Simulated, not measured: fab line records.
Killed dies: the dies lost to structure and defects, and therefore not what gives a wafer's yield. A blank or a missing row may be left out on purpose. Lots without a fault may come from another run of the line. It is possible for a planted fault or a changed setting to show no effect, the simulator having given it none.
Chamber matching / flow nand-harc / NHARC_P_M2_DEP_33 on pecvd-02 has 3 sister chambers
The step deposits SiCN, target thk 30 nm. 3 wafers are shown with their chamber, then 8 later ones without.

## WAFERS, EACH WITH ITS CHAMBER
wafer=L086.3; chamber=1; heater-power-w (W)=547
wafer=L091.6; chamber=2; heater-power-w (W)=589
wafer=L092.4; chamber=0; heater-power-w (W)=544

## WAFERS WHOSE CHAMBER IS MISSING
wafer=L092.5; heater-power-w (W)=563
wafer=L092.6; heater-power-w (W)=566
wafer=L093.4; heater-power-w (W)=557
wafer=L093.5; heater-power-w (W)=588
wafer=L093.6; heater-power-w (W)=587
wafer=L097.1; heater-power-w (W)=559
wafer=L097.2; heater-power-w (W)=573
wafer=L097.5; heater-power-w (W)=569

## THE CHAMBER EACH PASSED THROUGH
wafer=L092.5; from the rows above=can't be placed: 1 or 0 or 2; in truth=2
wafer=L092.6; from the rows above=can't be placed: 1 or 0 or 2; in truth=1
wafer=L093.4; from the rows above=can't be placed: 1 or 0 or 2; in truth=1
wafer=L093.5; from the rows above=2; in truth=2
wafer=L093.6; from the rows above=2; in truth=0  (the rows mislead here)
wafer=L097.1; from the rows above=can't be placed: 1 or 0 or 2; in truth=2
wafer=L097.2; from the rows above=can't be placed: 2 or 1 or 0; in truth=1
wafer=L097.5; from the rows above=can't be placed: 2 or 1 or 0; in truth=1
Correctly placed: 1 of 8. These rows do not allow placing 6 (true chamber among the candidates in 6). Placed wrongly: 1.
How it was worked out, from the rows above alone: a wafer's distance from a chamber is the root of the sum, over the readings, of the square of ((its reading less the chamber's mean) divided by the reading's scatter). If the next closest chamber is less than 2 further off than the closest, the wafer can't be placed; otherwise it belongs to the closest. A chamber's mean is the mean of its shown wafers. The scatter: with one shown wafer a chamber, the root of the mean of the squares of how far each hidden wafer lies from its nearest shown one.
